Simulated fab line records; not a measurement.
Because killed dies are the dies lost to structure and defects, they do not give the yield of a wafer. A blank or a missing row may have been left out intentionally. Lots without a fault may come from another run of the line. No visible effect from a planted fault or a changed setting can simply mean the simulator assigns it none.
Lot-split experiment / flow n5Finfet / 21 wafers read across 7 lots, on a route 1938 steps long

## ON THE SPLIT
At N5_WELL_APT_EXPOSE_05 (exposes mask NWELL, defocus 0 nm, target cd 200 nm), the setting doseMj was moved away from the recipe's 20.3 on 6 of the 21 wafers read, by -7.4% to +7.3%. The other wafers ran this setting at the recipe's value.

## FROM THE SPLIT TO THE READING: what the file shows between them, 3 steps
- N5_WELL_APT_PEB_06: peb time 90 s
- N5_WELL_APT_DEVELOP_07: develop time 45 s
- N5_WELL_APT_HARDBAKE_12: time 120 s

## THE READING
At N5_WELL_APT_CD_MEAS_08: cdNm in nanometres, against a target cd of 200 nm. On this fab line, fault-free wafers typically give 200.2 nm with a standard deviation of 1.3 nm.

wafer=L074.1; tool, chamber at the split=krfScanner-01, 0; doseMj as run=19.54; against the recipe=-3.7%; cdNm, nm=194.9; against lot-mates on the recipe=-3.7
wafer=L074.2; tool, chamber at the split=krfScanner-01, 0; doseMj as run=20.3; against the recipe=recipe; cdNm, nm=198.6; against lot-mates on the recipe=-
wafer=L074.5; tool, chamber at the split=krfScanner-01, 0; doseMj as run=19.54; against the recipe=-3.7%; cdNm, nm=194.5; against lot-mates on the recipe=-4.1
wafer=L075.1; tool, chamber at the split=krfScanner-02, 0; doseMj as run=20.3; against the recipe=recipe; cdNm, nm=200.3; against lot-mates on the recipe=-
wafer=L075.2; tool, chamber at the split=krfScanner-02, 0; doseMj as run=21.79; against the recipe=+7.3%; cdNm, nm=213.1; against lot-mates on the recipe=+13.1
wafer=L075.3; tool, chamber at the split=krfScanner-02, 0; doseMj as run=20.3; against the recipe=recipe; cdNm, nm=199.7; against lot-mates on the recipe=-
wafer=L078.1; tool, chamber at the split=krfScanner-01, 0; doseMj as run=19.58; against the recipe=-3.5%; cdNm, nm=197.2; against lot-mates on the recipe=-4.9
wafer=L078.4; tool, chamber at the split=krfScanner-01, 0; doseMj as run=20.3; against the recipe=recipe; cdNm, nm=203.0; against lot-mates on the recipe=-
wafer=L078.5; tool, chamber at the split=krfScanner-01, 0; doseMj as run=20.3; against the recipe=recipe; cdNm, nm=201.1; against lot-mates on the recipe=-
wafer=L083.3; tool, chamber at the split=krfScanner-02, 0; doseMj as run=20.3; against the recipe=recipe; cdNm, nm=200.2; against lot-mates on the recipe=-
wafer=L083.5; tool, chamber at the split=krfScanner-02, 0; doseMj as run=18.79; against the recipe=-7.4%; cdNm, nm=185.9; against lot-mates on the recipe=-14.3
wafer=L083.6; tool, chamber at the split=krfScanner-02, 0; doseMj as run=18.79; against the recipe=-7.4%; cdNm, nm=186.7; against lot-mates on the recipe=-13.5
wafer=L094.1; tool, chamber at the split=krfScanner-01, 0; doseMj as run=20.3; against the recipe=recipe; cdNm, nm=200.7; against lot-mates on the recipe=-
wafer=L094.2; tool, chamber at the split=krfScanner-01, 0; doseMj as run=20.3; against the recipe=recipe; cdNm, nm=201.3; against lot-mates on the recipe=-
wafer=L094.3; tool, chamber at the split=krfScanner-01, 0; doseMj as run=20.3; against the recipe=recipe; cdNm, nm=198.9; against lot-mates on the recipe=-
wafer=L096.2; tool, chamber at the split=krfScanner-01, 0; doseMj as run=20.3; against the recipe=recipe; cdNm, nm=200.9; against lot-mates on the recipe=-
wafer=L096.3; tool, chamber at the split=krfScanner-01, 0; doseMj as run=20.3; against the recipe=recipe; cdNm, nm=200.2; against lot-mates on the recipe=-
wafer=L096.4; tool, chamber at the split=krfScanner-01, 0; doseMj as run=20.3; against the recipe=recipe; cdNm, nm=201.0; against lot-mates on the recipe=-
wafer=L097.3; tool, chamber at the split=krfScanner-01, 0; doseMj as run=20.3; against the recipe=recipe; cdNm, nm=200.8; against lot-mates on the recipe=-
wafer=L097.4; tool, chamber at the split=krfScanner-01, 0; doseMj as run=20.3; against the recipe=recipe; cdNm, nm=200.0; against lot-mates on the recipe=-
wafer=L097.5; tool, chamber at the split=krfScanner-01, 0; doseMj as run=20.3; against the recipe=recipe; cdNm, nm=198.9; against lot-mates on the recipe=-

FIT RESULTS
A straight line over all 21 wafers: cdNm changes by +1.75 nm for each +1% of doseMj; r = +0.97; the points scatter about the line by 1.3 nm.
The same after taking each lot's own level away (the mean of its wafers on the recipe; 21 wafers): +1.72 nm for each +1%; r = +0.98; scatter 1.1 nm.
According to that fit, moving doseMj by its largest amount changes the reading by 13 nm.
Measured against the standard deviation above, the lots' own levels, which go from 198.60 to 202.05 nm, span 2.7 times it.
The two slopes agree, so the slope changes little with the lot-to-lot level.
Check: for one of the wafers moved furthest among these (-7.4%), held out of the fit, the line's prediction against its lot-mates is -11.9 nm. It came out at -14.3 nm against them.

## OTHER SPLITS APPLIED TO THESE WAFERS
Before the reading, these wafers also passed through other splits. Each is held against what the fit with the lots' levels taken away leaves over:
other split on the same wafers=N5_ZERO_LAYER_EXPOSE_08 doseMj; wafers away from the commonest value=4; r with cdNm (lot level and that fit taken away)=-0.07
other split on the same wafers=N5_ZERO_LAYER_PEB_09 pebTimeS; wafers away from the commonest value=as run: not given for these wafers; r with cdNm (lot level and that fit taken away)=-

## THE WHOLE CHAIN: every reading that the file lists as answering this split, in the file's order
step=N5_WELL_APT_CD_MEAS_08; what it does=target cd 200 nm; reading=cdNm; change (the file's fit)=+1.7 nm for each +1% of the setting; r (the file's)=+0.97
step=N5_WELL_APT_DESCUM_13; what it does=chemistry O2, time 7.9 s; reading=WELL_APT.cdNm (the simulator's own value, which no gauge read); change (the file's fit)=+1.7 nm for each +1% of the setting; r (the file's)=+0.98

## THE FILE'S OWN FIT
cdNm changes by +1.7 nm for each +1% of doseMj, r = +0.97.
